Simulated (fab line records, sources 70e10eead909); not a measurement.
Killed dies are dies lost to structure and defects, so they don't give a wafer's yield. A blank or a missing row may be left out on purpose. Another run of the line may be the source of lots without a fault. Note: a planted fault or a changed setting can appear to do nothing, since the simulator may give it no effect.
The tool behind it: which one? / flow nand harc / route of 1302 steps, sampled at 1 step: 12 lots, 36 wafers

## WHAT EACH GAUGE READ, for each wafer
NHARC_A_CONTACT_CD_MEAS_15. Usual: 190.0 nm for cd nm, sd 0.57.
lot=L282; measured=day 22 05:42; on=cd sem-03; cd nm (nm)=189.7 190.2 189.8; flag=
lot=L283; measured=day 23 00:46; on=cd sem-01; cd nm (nm)=189.9 190.1 189.6; flag=
lot=L285; measured=day 23 08:14; on=cd sem-03; cd nm (nm)=190.5 189.8 190.2; flag=
lot=L286; measured=day 24 00:19; on=cd sem-02; cd nm (nm)=189.3 190.2 189.7; flag=
lot=L287; measured=day 24 11:12; on=cd sem-03; cd nm (nm)=188.9 189.6 189.8; flag=
lot=L289; measured=day 25 01:08; on=cd sem-03; cd nm (nm)=189.6 189.4 190.1; flag=
lot=L297; measured=day 28 14:57; on=cd sem-01; cd nm (nm)=190.0 189.7 189.6; flag=
lot=L298; measured=day 29 12:25; on=cd sem-01; cd nm (nm)=190.1 190.4 189.9; flag=
lot=L302; measured=day 30 11:56; on=cd sem-03; cd nm (nm)=189.9 189.9 190.2; flag=
lot=L303; measured=day 31 11:02; on=cd sem-01; cd nm (nm)=191.2 190.0 190.3; flag=
lot=L304; measured=day 32 01:01; on=cd sem-01; cd nm (nm)=189.7 189.6 189.9; flag=
lot=L305; measured=day 32 16:40; on=cd sem-01; cd nm (nm)=189.7 189.9 189.6; flag=

## TOOL THAT RAN EACH LOT (tool first, then ch and the chambers of the sampled wafers, then the start)
Record: no process step prior to these readings.

## AS READ BY THE TOOLS THEMSELVES (means over the sampled wafers that have a number; for cases with no such wafer, the mark the record gives instead)
The record holds no such reading with a usual standard deviation.

## THE ANSWER, worked out from the rows above alone
Rule: take the mean of a lot's wafers that have a number; if it is more than 3 standard deviations from the usual mean, the lot is off. A lot without any number at a reading at which 4 lots or more have one is off too. All remaining lots with rows at the step are treated as sound. The gauges are gone through in route order, then the tools' own readings, and for those a lot's mean is taken as printed above. At the first step where some lot is off, the reading lying furthest off is the one used; lots without a number count as furthest.
Across all readings shown, no lot is off: no conclusion can be drawn from this.

## WHAT THE SIMULATOR HAD PUT IN
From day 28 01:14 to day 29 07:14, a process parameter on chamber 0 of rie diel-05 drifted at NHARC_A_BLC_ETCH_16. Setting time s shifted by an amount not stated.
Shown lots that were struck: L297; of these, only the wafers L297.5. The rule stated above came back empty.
